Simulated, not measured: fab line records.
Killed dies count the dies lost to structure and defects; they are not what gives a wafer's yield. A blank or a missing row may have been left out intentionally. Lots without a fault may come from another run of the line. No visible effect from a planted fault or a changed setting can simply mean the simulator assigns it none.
fab line records | flow n5Finfet
[record] lots = 7 wafers = 21
route steps=1938 shown WELL_APT@21 PMOS_HMC_CHANNEL_EPI@63 FIN_SAQP@116 FIN_CUT@157 SD_EPI_N@263
startH: the number of hours between the record's first day and the start of the first shown wafer of the lot | waitH: time in hours since the lot's previous step | " as in the row above | L1.1+2: several wafers, shown together as one row | - no value, or no start was given | * or withheld: withheld | < > ~ a bound
route shown NAME@n: a module of which the file shows steps, and the number in the route of the first | usual: mean/standard deviation taken from wafers without a fault | same: alike in all rows | chamber/n: place in a boat | sites: each site's reading | _std_site: the values' standard deviation | _edge_site: the outer-site mean with the inner-site mean subtracted | radiusMm: how far each site lies from the wafer's centre | mask NAME#n: copy n | behind: tool/chamber where the wafer was last shaped | hold: reason for holding the lot/hours on hold/outcome of the hold | device: names the non-switching transistor (n, p or np) | end of line: at the end of the route, the tests of the same wafers | a step with no rows: only its recipe | killed: dies lost to structure and defects at the first sort, not the wafer's yield | map: per-die view of a wafer (x killed, . not killed, _ where there is no die)
set.NAME: the setting the step ran with; set.NAME@STEP: the setting that earlier step ran with | model.NAME: the simulator's own value behind a step, which no gauge read
one table per step and one row per wafer, for lots whose settings were changed on purpose
[[steps]]
[step N5_WELL_APT_COAT_02]
[recipe] spinRpm = 1357 resistThkNm = 950
// columns lot.wafer tool chamber startH waitH set.spinRpm model.coat_of_WELL_APT_COAT_02.thkNm
L076.1 lithoTrack-02 0 - - 1357 952
L076.4 " 0 " " 1357 954.2
L076.5 " 0 " " 1244 993.4
L080.1 lithoTrack-02 0 - - 1421 929.3
L080.2 " 0 " " 1421 931.6
L080.4 " 0 " " 1357 954.1
L081.3 lithoTrack-01 0 - - 1241 995.4
L081.4 " 0 " " 1241 994.7
L081.5 " 0 " " 1357 952.6
L090.4 lithoTrack-02 0 - - 1357 951.8
L090.5 " 0 " " 1357 948.6
L090.6 " 0 " " 1357 950.5
L091.2 lithoTrack-01 0 - - 1357 953.8
L091.3 " 0 " " 1357 953.3
L091.6 " 0 " " 1286 980.2
L092.2 lithoTrack-05 0 - - 1357 953.1
L092.4 " 0 " " 1357 950.5
L092.5 " 0 " " 1357 952.9
L097.2 lithoTrack-01 0 - - 1478 907.3
L097.3 " 0 " " 1357 949.9
L097.4 " 0 " " 1478 907.6
[step N5_WELL_APT_EXPOSE_05]
[recipe] maskId = NWELL na = 0.8 sourceShape = conventional sigmaOuter = 0.8 polarization = unpolarized defocusNm = 0 targetCdNm = 200 doseMj = 20.3
// columns lot.wafer tool chamber startH waitH mask set.doseMj
L076.1+4+5 krfScanner-01 0 25.57 - NWELL#0 20.3
L080.1 krfScanner-02 0 49.52 - NWELL#0 21.47
L080.2+4 " 0 " " NWELL#0 20.3
L081.3+5 krfScanner-01 0 55.56 - NWELL#0 19.35
L081.4 " 0 " " NWELL#0 20.3
L090.4+5+6 krfScanner-02 0 109.75 - NWELL#0 20.3
L091.2+3+6 krfScanner-01 0 115.65 - NWELL#0 20.3
L092.2+5 krfScanner-01 0 121.52 - NWELL#0 20.3
L092.4 " 0 " " NWELL#0 21.2
L097.2 krfScanner-02 0 151.39 - NWELL#0 20.3
L097.3+4 " 0 " " NWELL#0 21.23
[step N5_WELL_APT_PEB_06]
[recipe] pebTempC = 130 pebTimeS = 90
[step N5_WELL_APT_DEVELOP_07]
[recipe] developTimeS = 45 rinseLiquid = surfactantRinse dry = airSpin devTempC = 21
[step N5_WELL_APT_HARDBAKE_12]
[recipe] tempC = 130 timeS = 120
[step N5_WELL_APT_CD_MEAS_08]
[recipe] targetCdNm = 200 landingEnergyEv = 500 detector = seInlens
[usual] cdNm = 200.2/1.3
// columns lot.wafer tool chamber startH waitH set.doseMj@WELL_APT_EXPOSE_05 cdNm
L076.1 cdSem-01 0 25.74 - 20.3 197.9
L076.4 " 0 " " 20.3 198.4
L076.5 " 0 " " 20.3 196.4
L080.1 cdSem-02 0 49.69 - 21.47 208.4
L080.2 " 0 " " 20.3 200.5
L080.4 " 0 " " 20.3 197.5
L081.3 cdSem-02 0 55.72 - 19.35 192.6
L081.4 " 0 " " 20.3 200.9
L081.5 " 0 " " 19.35 194.2
L090.4 cdSem-02 0 109.91 - 20.3 199.4
L090.5 " 0 " " 20.3 198.5
L090.6 " 0 " " 20.3 198.7
L091.2 cdSem-01 0 115.82 - 20.3 200.9
L091.3 " 0 " " 20.3 199.0
L091.6 " 0 " " 20.3 198.9
L092.2 cdSem-02 0 121.68 - 20.3 198.9
L092.4 " 0 " " 21.2 206.0
L092.5 " 0 " " 20.3 200.9
L097.2 cdSem-02 0 151.56 - 20.3 201.5
L097.3 " 0 " " 21.23 206.4
L097.4 " 0 " " 21.23 209.8
[step N5_WELL_APT_DESCUM_13]
[recipe] chemistry = O2 timeS = 7.9 sourcePowerW = 50 biasPowerW = 20 pressureMtorr = 20 rfFrequencyHz = 2.712e+07 tempC = 40 o2FlowSccm = 225
// columns lot.wafer tool chamber startH waitH set.doseMj@WELL_APT_EXPOSE_05 model.WELL_APT.cdNm
L076.1 rieDiel-05 3 25.86 0.1 20.3 198
L076.4 " 2 " " 20.3 198.3
L076.5 " 1 " " 20.3 196.1
L080.1 rieDiel-06 1 49.90 0.2 21.47 208.4
L080.2 " 3 " " 20.3 200.3
L080.4 " 0 " " 20.3 197.6
L081.3 rieDiel-06 1 55.80 0.0 19.35 192.6
L081.4 " 0 " " 20.3 200.9
L081.5 " 2 " " 19.35 194.3
L090.4 rieDiel-06 2 110.06 0.1 20.3 199.4
L090.5 " 3 " " 20.3 -
L090.6 " 1 " " 20.3 199
L091.2 rieDiel-05 0 115.90 0.0 20.3 201
L091.3 " 2 " " 20.3 199.2
L091.6 " 1 " " 20.3 198.9
L092.2 rieDiel-06 0 121.77 0.0 20.3 199.1
L092.4 " 1 " " 21.2 206.2
L092.5 " 2 " " 20.3 200.5
L097.2 rieDiel-06 3 151.65 0.0 20.3 201.8
L097.3 " 1 " " 21.23 206.4
L097.4 " 1 " " 21.23 210.2
[step N5_PMOS_HMC_CHANNEL_EPI_PEB_07]
[recipe] pebTempC = 110 pebTimeS = 60 resist = CAR-ArF-block
// columns lot.wafer tool chamber startH waitH set.pebTimeS
L076.1+4 lithoTrack-03 0 29.24 0.1 48.07
L076.5 " 0 " " 60
L080.1+2+4 lithoTrack-04 0 53.15 0.1 60
L081.3+5 lithoTrack-03 0 59.10 0.0 48.66
L081.4 " 0 " " 60
L090.4+5+6 lithoTrack-01 0 113.23 0.0 60
L091.2+3+6 lithoTrack-01 0 119.15 0.0 60
L092.2+4+5 lithoTrack-03 0 125.04 0.0 60
L097.2+3 lithoTrack-03 0 154.70 0.0 54.93
L097.4 " 0 " " 60
[step N5_PMOS_HMC_CHANNEL_EPI_DEVELOP_08]
[recipe] developTimeS = 30 developer = TMAH resist = CAR-ArF-block devTempC = 23 rinseLiquid = diw dry = airSpin
[step N5_PMOS_HMC_CHANNEL_EPI_CD_MEAS_09]
[recipe] targetCdNm = 237.4 landingEnergyEv = 500 detector = seInlens
[usual] cdNm = 237.7/0.95
// columns lot.wafer tool chamber startH waitH set.pebTimeS@PMOS_HMC_CHANNEL_EPI_PEB_07 cdNm
L076.1 cdSem-02 0 29.31 - 48.07 228.4
L076.4 " 0 " " 48.07 228.2
L076.5 " 0 " " 60 237.3
L080.1 cdSem-02 0 53.22 - 60 237.6
L080.2 " 0 " " 60 238.5
L080.4 " 0 " " 60 240.1
L081.3 cdSem-03 0 59.17 - 48.66 226.5
L081.4 " 0 " " 60 235.8
L081.5 " 0 " " 48.66 227.9
L090.4 cdSem-03 0 113.30 - 60 237.5
L090.5 " 0 " " 60 237.8
L090.6 " 0 " " 60 237.9
L091.2 cdSem-02 0 119.22 - 60 237.0
L091.3 " 0 " " 60 237.0
L091.6 " 0 " " 60 237.0
L092.2 cdSem-03 0 125.11 - 60 236.3
L092.4 " 0 " " 60 234.6
L092.5 " 0 " " 60 236.3
L097.2 cdSem-03 0 154.77 - 54.93 234.9
L097.3 " 0 " " 54.93 234.6
L097.4 " 0 " " 60 238.7
[step N5_PMOS_HMC_CHANNEL_EPI_DESCUM_14]
[recipe] chemistry = O2 timeS = 7.9 sourcePowerW = 50 biasPowerW = 20 pressureMtorr = 20 rfFrequencyHz = 2.712e+07 tempC = 40 resist = CAR-ArF-block o2FlowSccm = 225
// columns lot.wafer tool chamber startH waitH set.pebTimeS@PMOS_HMC_CHANNEL_EPI_PEB_07 model.PMOS_HMC_CHANNEL_EPI.cdNm
L076.1 rieDiel-03 3 29.40 0.0 48.07 228.1
L076.4 " 3 " " 48.07 228.2
L076.5 " 1 " " 60 237.3
L080.1 rieDiel-01 3 53.31 0.0 60 237.9
L080.2 " 2 " " 60 238.9
L080.4 " 2 " " 60 239.9
L081.3 rieDiel-02 2 59.25 0.0 48.66 226.4
L081.4 " 0 " " 60 235.7
L081.5 " 2 " " 48.66 227.8
L090.4 rieDiel-03 1 114.11 0.8 60 237.3
L090.5 " 2 " " 60 238
L090.6 " 3 " " 60 237.9
L091.2+3 rieDiel-01 0,3 119.30 0.0 60 237.3
L091.6 " 1 " " 60 237
L092.2 rieDiel-01 0 125.41 0.2 60 236.4
L092.4 " 2 " " 60 235.1
L092.5 " 2 " " 60 236.2
L097.2+3 rieDiel-01 2,0 154.86 0.0 54.93 234.7
L097.4 " 3 " " 60 238.7
[step N5_PMOS_HMC_CHANNEL_EPI_ETCH_32]
[recipe] chemistry = N2/H2 target = BARC stopOn = SiO2 targetDepthA = 858 overEtchFrac = 0.3 timeS = 50.3 ionEnergyEv = 200 maskMaterial = CAR-ArF-block pressureMtorr = 30 sourceW = 840 biasW = 150 n2FlowSccm = 200 h2FlowSccm = 200
[usual] rfVppV = 523.9/2.5
// columns lot.wafer tool chamber startH waitH set.biasW set.pebTimeS@PMOS_HMC_CHANNEL_EPI_PEB_07 rfVppV model.PMOS_HMC_CHANNEL_EPI.cdNm
L076.1 rieDiel-03 3 29.44 0.0 150 48.07 528.1 230.4
L076.4 " 3 " " 150 48.07 528.7 230.5
L076.5 " 1 " " 137.3 60 490.8 239.8
L080.1 rieDiel-01 3 53.35 0.0 150 60 523.3 241.4
L080.2 " 2 " " 161.8 60 552.4 241.6
L080.4 " 2 " " 150 60 526.2 242
L081.3 rieDiel-02 2 59.29 0.0 150 48.66 520.8 228.6
L081.4 " 0 " " 150 60 526.4 237.2
L081.5 " 2 " " 150 48.66 521.7 229.7
L090.4 rieDiel-03 1 114.14 0.0 150 60 518.7 239.3
L090.5 " 2 " " 150 60 523.7 240.4
L090.6 " 3 " " 150 60 529.3 240
L091.2 rieDiel-01 0 119.34 0.0 163.7 60 553.8 239.9
L091.3 " 3 " " 150 60 522.3 240.1
L091.6 " 1 " " 150 60 523.7 240.5
L092.2 rieDiel-01 0 125.44 0.0 150 60 525.8 239.7
L092.4 " 2 " " 131.7 60 484.8 237.8
L092.5 " 2 " " 150 60 527.5 239.3
L097.2 rieDiel-01 2 154.89 0.0 166.3 54.93 562.6 237
L097.3 " 0 " " 150 54.93 524.1 237.6
L097.4 " 3 " " 166.3 60 557.3 241.3
[step N5_FIN_SAQP_ETCH_52]
[recipe] chemistry = N2/H2 target = SOC targetDepthA = 1000 overetchA = 200 maskMaterial = SiARC tempC = 40 timeS = 150 ionEnergyEv = 200 pressureMtorr = 30 sourceW = 840 biasW = 150 n2FlowSccm = 200 h2FlowSccm = 200 ends = endPoint
[usual] rfVppV = 523.8/2.6
// columns lot.wafer tool chamber startH waitH set.sourceW rfVppV model.SiARC_of_FIN_SAQP_COAT_50.thkNm
L076.1 rieDiel-05 2 33.75 0.0 840 523.5 29.1
L076.4 " 3 " " 773.4 539.1 29.27
L076.5 " 3 " " 840 526.0 29.07
L080.1 rieDiel-06 1 57.87 0.0 840 522.4 29.04
L080.2 " 2 " " 922.3 508.6 28.92
L080.4 " 2 " " 922.3 506.7 28.9
L081.3 rieDiel-05 2 63.57 0.0 840 521.0 29.17
L081.4 " 1 " " 718.4 549.0 29.55
L081.5 " 2 " " 718.4 550.6 29.69
L090.4 rieDiel-04 1 118.51 0.0 840 527.9 29.09
L090.5 " 0 " " 840 520.4 29.04
L090.6 " 3 " " 840 524.7 29.11
L091.2 rieDiel-06 3 125.85 0.0 840 522.6 29.24
L091.3 " 0 " " 840 527.0 29.15
L091.6 " 3 " " 951.1 502.1 28.77
L092.2 rieDiel-06 1 129.73 0.0 840 520.6 29.33
L092.4 " 0 " " 762.4 545.5 29.48
L092.5 " 1 " " 762.4 536.2 29.55
L097.2 rieDiel-05 3 159.86 0.0 840 525.0 29.18
L097.3 " 1 " " 916.9 507.4 28.76
L097.4 " 0 " " 916.9 507.1 28.95
[step N5_FIN_CUT_COAT_02]
[recipe] resist = CAR-EUV spinRpm = 1500 resistThkNm = 30
// columns lot.wafer tool chamber startH waitH set.spinRpm model.CAR-EUV_of_FIN_CUT_COAT_02.thkNm
L076.1 lithoTrack-01 0 - - 1631 29
L076.4+5 " 0 " " 1500 30.2
L080.1+2+4 lithoTrack-01 0 - - 1556 29.4
L081.3 lithoTrack-01 0 - - 1500 29.8
L081.4 " 0 " " 1500 30
L081.5 " 0 " " 1592 29
L090.4+5+6 lithoTrack-03 0 - - 1500 30.2
L091.2+3 lithoTrack-05 0 - - 1500 30.2
L091.6 " 0 " " 1500 30
L092.2+5 lithoTrack-03 0 - - 1500 30
L092.4 " 0 " " 1500 30.2
L097.2+3 lithoTrack-03 0 - - 1345 31.8
L097.4 " 0 " " 1500 30
[step N5_FIN_CUT_EXPOSE_05]
[recipe] maskId = FIN_CUT na = 0.33 sourceShape = annular sigmaInner = 0.35 sigmaOuter = 0.8 polarization = unpolarized doseMj = 45.75
// columns lot.wafer tool chamber startH waitH mask set.doseMj
L076.1 euvScanner-01 0 39.29 - FIN_CUT#0 47.92
L076.4+5 " 0 " " FIN_CUT#0 45.75
L080.1+2 euvScanner-02 0 62.23 - FIN_CUT#0 45.75
L080.4 " 0 " " FIN_CUT#0 44.45
L081.3+4 euvScanner-01 0 67.93 - FIN_CUT#0 45.75
L081.5 " 0 " " FIN_CUT#0 43.49
L090.4+5+6 euvScanner-02 0 122.90 - FIN_CUT#0 45.75
L091.2+6 euvScanner-02 0 130.56 - FIN_CUT#0 44.68
L091.3 " 0 " " FIN_CUT#0 45.75
L092.2+5 euvScanner-01 0 134.92 - FIN_CUT#0 48.48
L092.4 " 0 " " FIN_CUT#0 45.75
L097.2+3+4 euvScanner-01 0 164.32 - FIN_CUT#0 45.75
[step N5_FIN_CUT_PEB_06]
[recipe] pebTempC = 100 pebTimeS = 60 resist = CAR-EUV
[step N5_FIN_CUT_DEVELOP_07]
[recipe] developTimeS = 30 developer = TMAH resist = CAR-EUV rinseLiquid = surfactantRinse dry = airSpin devTempC = 23
// columns lot.wafer tool chamber startH waitH set.spinRpm@FIN_CUT_COAT_02 model.CAR-EUV_of_FIN_CUT_COAT_02.thkNm
L076.1 lithoTrack-03 0 - - 1631 28.4
L076.4 " 0 " " 1500 29.6
L076.5 " 0 " " 1500 29.8
L080.1+2+4 lithoTrack-01 0 - - 1556 29
L081.3+4 lithoTrack-03 0 - - 1500 29.4
L081.5 " 0 " " 1592 28.6
L090.4 lithoTrack-01 0 - - 1500 29.6
L090.5+6 " 0 " " 1500 29.8
L091.2+3+6 lithoTrack-03 0 - - 1500 29.6
L092.2+4+5 lithoTrack-03 0 - - 1500 29.6
L097.2+3 lithoTrack-03 0 - - 1345 31.2
L097.4 " 0 " " 1500 29.6
[step N5_FIN_CUT_CD_MEAS_08]
[recipe] targetCdNm = 29.1 landingEnergyEv = 500 detector = seInlens polarity = opening
[usual] cdNm = 29.20/0.23
// columns lot.wafer tool chamber startH waitH set.doseMj@FIN_CUT_EXPOSE_05 cdNm
L076.1 cdSem-01 0 39.42 - 47.92 30.10
L076.4 " 0 " " 45.75 28.97
L076.5 " 0 " " 45.75 28.83
L080.1 cdSem-01 0 62.36 - 45.75 29.19
L080.2 " 0 " " 45.75 29.25
L080.4 " 0 " " 44.45 28.61
L081.3 cdSem-03 0 68.05 - 45.75 29.30
L081.4 " 0 " " 45.75 28.97
L081.5 " 0 " " 43.49 28.45
L090.4 cdSem-02 0 123.02 - 45.75 29.34
L090.5 " 0 " " 45.75 29.33
L090.6 " 0 " " 45.75 29.24
L091.2 cdSem-03 0 130.69 - 44.68 28.79
L091.3 " 0 " " 45.75 29.28
L091.6 " 0 " " 44.68 28.35
L092.2 cdSem-02 0 135.05 - 48.48 30.43
L092.4 " 0 " " 45.75 29.15
L092.5 " 0 " " 48.48 29.76
L097.2 cdSem-03 0 164.44 - 45.75 29.25
L097.3 " 0 " " 45.75 28.90
L097.4 " 0 " " 45.75 29.04
[step N5_FIN_CUT_DESCUM_13]
[recipe] chemistry = O2 timeS = 7 sourcePowerW = 50 biasPowerW = 20 pressureMtorr = 20 rfFrequencyHz = 2.712e+07 tempC = 40 resist = CAR-EUV o2FlowSccm = 225
[step N5_FIN_CUT_ETCH_30]
[recipe] chemistry = N2/H2 target = underlayer targetDepthA = 130 maskMaterial = CAR-EUV timeS = 10.4 ionEnergyEv = 200 pressureMtorr = 30 sourceW = 840 biasW = 150 n2FlowSccm = 200 h2FlowSccm = 200 ends = cleared
// columns lot.wafer tool chamber startH waitH set.doseMj@FIN_CUT_EXPOSE_05 model.FIN_CUT.cdOffsetNm
L076.1 rieDiel-03 1 39.58 0.0 47.92 0.8
L076.4 " 3 " " 45.75 -0.2
L076.5 " 1 " " 45.75 0
L080.1 rieDiel-02 3 62.52 0.0 45.75 0
L080.2 " 1 " " 45.75 0.2
L080.4 " 2 " " 44.45 -0.6
L081.3 rieDiel-01 2 68.21 0.0 45.75 0.2
L081.4 " 0 " " 45.75 0
L081.5 " 1 " " 43.49 -0.8
L090.4+5+6 rieDiel-01 0,2,1 123.17 0.0 45.75 0
L091.2 rieDiel-03 0 130.85 0.0 44.68 -0.2
L091.3 " 3 " " 45.75 0
L091.6 " 3 " " 44.68 -0.6
L092.2 rieDiel-01 1 135.23 0.0 48.48 1
L092.4 " 3 " " 45.75 0
L092.5 " 3 " " 48.48 1.2
L097.2 rieDiel-03 3 164.60 0.0 45.75 -0.2
L097.3+4 " 2,0 " " 45.75 0
[step N5_FIN_CUT_ETCH_20]
[recipe] chemistry = CF4 target = SiARC targetDepthA = 260 maskMaterial = CAR-EUV timeS = 43.3 ionEnergyEv = 80 pressureMtorr = 40 sourceW = 545 biasW = 36 Ar_flow_sccm = 100 cf4FlowSccm = 100 ends = cleared
// columns lot.wafer tool chamber startH waitH set.doseMj@FIN_CUT_EXPOSE_05 model.FIN_CUT.cdOffsetNm
L076.1 rieDiel-03 1 39.60 0.0 47.92 0.8
L076.4 " 3 " " 45.75 -0.2
L076.5 " 1 " " 45.75 0
L080.1 rieDiel-02 3 62.54 0.0 45.75 0.2
L080.2 " 1 " " 45.75 0
L080.4 " 2 " " 44.45 -0.6
L081.3 rieDiel-01 2 68.23 0.0 45.75 0.2
L081.4 " 0 " " 45.75 0
L081.5 " 1 " " 43.49 -0.8
L090.4+6 rieDiel-01 0,1 123.19 0.0 45.75 0.2
L090.5 " 2 " " 45.75 0
L091.2 rieDiel-03 0 130.86 0.0 44.68 -0.2
L091.3 " 3 " " 45.75 0.2
L091.6 " 3 " " 44.68 -0.6
L092.2+5 rieDiel-01 1,3 135.24 0.0 48.48 1.2
L092.4 " 3 " " 45.75 0
L097.2+3 rieDiel-03 3,2 164.62 0.0 45.75 -0.2
L097.4 " 0 " " 45.75 0
[step N5_SD_EPI_N_COAT_33]
[recipe] resist = SiARC tempC = 220 timeS = 60 spinRpm = 1500 resistThkNm = 35
// columns lot.wafer tool chamber startH waitH set.spinRpm model.SiARC_of_SD_EPI_N_COAT_33.thkNm
L076.1+4+5 lithoTrack-01 0 - - 1573 34.4
L080.1+2+4 lithoTrack-05 0 - - 1500 35
L081.3+4+5 lithoTrack-01 0 - - 1500 35.2
L090.4+6 lithoTrack-01 0 - - 1500 35.2
L090.5 " 0 " " 1500 35
L091.2 lithoTrack-02 0 - - 1500 35
L091.3+6 " 0 " " 1590 34
L092.2 lithoTrack-05 0 - - 1500 35
L092.4 " 0 " " 1500 35.2
L092.5 " 0 " " 1437 35.8
L097.2 lithoTrack-02 0 - - 1500 35
L097.3+4 " 0 " " 1421 36
[[key]]
[split] step = N5_WELL_APT_COAT_02 setting = spinRpm stated = 1357 by = wafer
[response] step = N5_WELL_APT_COAT_02 reading = model.coat_of_WELL_APT_COAT_02.thkNm change = -4.89 per = 1% r = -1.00
[split] step = N5_WELL_APT_EXPOSE_05 setting = doseMj stated = 20.3 by = wafer
[response] step = N5_WELL_APT_CD_MEAS_08 reading = cdNm change = +1.53 per = 1% r = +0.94
[response] step = N5_WELL_APT_DESCUM_13 reading = model.WELL_APT.cdNm change = +1.54 per = 1% r = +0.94
[split] step = N5_PMOS_HMC_CHANNEL_EPI_PEB_07 setting = pebTimeS stated = 60 by = wafer
[response] step = N5_PMOS_HMC_CHANNEL_EPI_CD_MEAS_09 reading = cdNm change = +0.457 per = 1% r = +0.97
[response] step = N5_PMOS_HMC_CHANNEL_EPI_DESCUM_14 reading = model.PMOS_HMC_CHANNEL_EPI.cdNm change = +0.457 per = 1% r = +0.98
[response] step = N5_PMOS_HMC_CHANNEL_EPI_ETCH_32 reading = model.PMOS_HMC_CHANNEL_EPI.cdNm change = +0.452 per = 1% r = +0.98
[split] step = N5_PMOS_HMC_CHANNEL_EPI_ETCH_32 setting = biasW stated = 150 by = wafer
[response] step = N5_PMOS_HMC_CHANNEL_EPI_ETCH_32 reading = rfVppV change = +3.55 per = 1% r = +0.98
[split] step = N5_FIN_SAQP_ETCH_52 setting = sourceW stated = 840 by = wafer
[response] step = N5_FIN_SAQP_ETCH_52 reading = rfVppV change = -1.86 per = 1% r = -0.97
[response] step = N5_FIN_SAQP_ETCH_52 reading = model.SiARC_of_FIN_SAQP_COAT_50.thkNm change = -0.0274 per = 1% r = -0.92
[split] step = N5_FIN_CUT_COAT_02 setting = spinRpm stated = 1500 by = wafer
[response] step = N5_FIN_CUT_COAT_02 reading = model.CAR-EUV_of_FIN_CUT_COAT_02.thkNm change = -0.157 per = 1% r = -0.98
[response] step = N5_FIN_CUT_DEVELOP_07 reading = model.CAR-EUV_of_FIN_CUT_COAT_02.thkNm change = -0.149 per = 1% r = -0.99
[split] step = N5_FIN_CUT_EXPOSE_05 setting = doseMj stated = 45.75 by = wafer
[response] step = N5_FIN_CUT_CD_MEAS_08 reading = cdNm change = +0.188 per = 1% r = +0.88
[response] step = N5_FIN_CUT_ETCH_30 reading = model.FIN_CUT.cdOffsetNm change = +0.19 per = 1% r = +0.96
[response] step = N5_FIN_CUT_ETCH_20 reading = model.FIN_CUT.cdOffsetNm change = +0.201 per = 1% r = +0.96
[split] step = N5_SD_EPI_N_COAT_33 setting = spinRpm stated = 1500 by = wafer
[response] step = N5_SD_EPI_N_COAT_33 reading = model.SiARC_of_SD_EPI_N_COAT_33.thkNm change = -0.175 per = 1% r = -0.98
